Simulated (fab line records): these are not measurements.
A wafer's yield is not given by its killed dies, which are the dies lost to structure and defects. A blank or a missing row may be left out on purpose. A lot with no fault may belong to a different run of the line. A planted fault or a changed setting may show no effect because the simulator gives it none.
3 desks looking at one fault	flow n5_finfet	each desk has only its own numbers; what lay behind them comes last

THE DEFECT DESK
For each lot, the counts of the inspections along the route, averaged over the sampled wafers that have a number. The brackets show how far a lot's mean lies from the usual mean; more than 4 standard deviations puts the lot out of limits, marked OUT.
Columns: A = raw_defect_count at N5_BEOL_M3_INSPECT_30, usual 479
lot	first seen here	A
L816	day 8 04:22	482
L818	day 8 21:46	494
L819	day 9 00:38	486
L830	day 11 13:02	491
L829	day 11 21:25	382
L831	day 12 01:04	373
L832	day 12 11:16	480
Finding of this desk: none of the 7 lots has anything out of limits.

DESK OF THE TOOL OWNER: rie_diel-02
The tool's own readings at N5_BEOL_M3_ETCH_70 (etches SOC in N2/H2, target depth 80 nm, overetch 16 nm, time 120 s): means of the sampled wafers that have a number, for each lot that ran on this tool. The brackets show how far a lot's mean lies from the usual mean; more than 4 standard deviations puts the lot out of limits, marked OUT.
Columns: A = drypump_motor_current_A at N5_BEOL_M3_ETCH_70, usual 5.81 A; B = oes_product_au at N5_BEOL_M3_ETCH_70, usual 0.58 a.u.; C = rf_vpp_V at N5_BEOL_M3_ETCH_70, usual 523.9 V; D = run_length_s at N5_BEOL_M3_ETCH_70, usual 143.2 s; E = showerhead_plenum_p_Torr at N5_BEOL_M3_ETCH_70, usual 2.54 Torr; F = throttle_valve_pct at N5_BEOL_M3_ETCH_70, usual 17.96 %
lot	first seen here	A	B	C	D	E	F
L816	day 8 11:08	5.71	0.60	522.1	139.2 (-10) OUT	2.50	17.88
L818	day 8 22:18	6.02	0.58	522.8	139.6 (-9.6) OUT	2.52	18.07
L819	day 9 04:29	5.61	0.56	523.5	140.5 (-7.1) OUT	2.52	17.95
L831	day 12 07:46	5.67	0.63	522.7	143.0	2.52	17.81
This desk's finding: out of limits on L816, L818, L819; first on L816, day 8 11:08 (run_length_s at N5_BEOL_M3_ETCH_70). L831 stayed within limits.

METROLOGY DESK
Means of the sampled wafers that have a number, per lot and without regard to the tool the lot ran on: this is what the gauges read. The brackets show how far a lot's mean lies from the usual mean; more than 4 standard deviations puts the lot out of limits, marked OUT. Of its 12 readings 7 are shown: those that lie furthest out on some lot.
Columns: A = DIBL_N at N5_BEOL_M4_RC_MEAS_101, usual 36.3 mV/V; B = IOFF_P at N5_BEOL_M4_RC_MEAS_101, usual 0.204 nA/um; C = ION_N at N5_BEOL_M4_RC_MEAS_101, usual 671 uA/um; D = ION_P at N5_BEOL_M4_RC_MEAS_101, usual 459 uA/um; E = SS_N at N5_BEOL_M4_RC_MEAS_101, usual 71.5 mV/dec; F = VT_N at N5_BEOL_M4_RC_MEAS_101, usual 250.2 mV; G = VT_P at N5_BEOL_M4_RC_MEAS_101, usual -251 mV
lot	first seen here	A	B	C	D	E	F	G
L816	day 8 04:17	36.9	0.252	680	472	72.1	249.2	-246
L818	day 8 21:41	38.5	0.227	666	455	72.6	249.7	-249
L819	day 9 00:32	36.1	0.176	657	445	71.1	254.1	-256
L830	day 11 12:56	36.2	0.208	672	457	71.6	251.0	-250
L829	day 11 21:20	38.7	0.251	678	463	71.4	248.3	-248
L831	day 12 00:59	36.5	0.207	660	460	71.6	251.3	-251
L832	day 12 11:11	37.0	0.195	665	454	72.0	250.5	-253
Finding of this desk: none of the 7 lots has anything out of limits.

PUT TOGETHER
On L816, L818, L819, at day 8 11:08, an alarm was possible from the tool owner's desk.
No out-of-limits result turned up at the defect desk.
At the metrology desk, nothing out of limits was observed.
The defect desk has L816, L818, L819 on record, within its limits.
The metrology desk holds a record of L816, L818, L819, inside its limits.
All the named lots went through N5_BEOL_M3_ETCH_70 on rie_diel-02.

WHAT WAS PUT IN BY THE SIMULATOR
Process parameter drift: rie_diel-02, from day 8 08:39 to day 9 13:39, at N5_BEOL_M3_ETCH_70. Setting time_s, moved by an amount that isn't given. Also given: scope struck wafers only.
Lots struck among those shown: L816, L818, L819.
Each desk's first reading out of limits, in hours after the fault started: the tool owner's desk, 2.
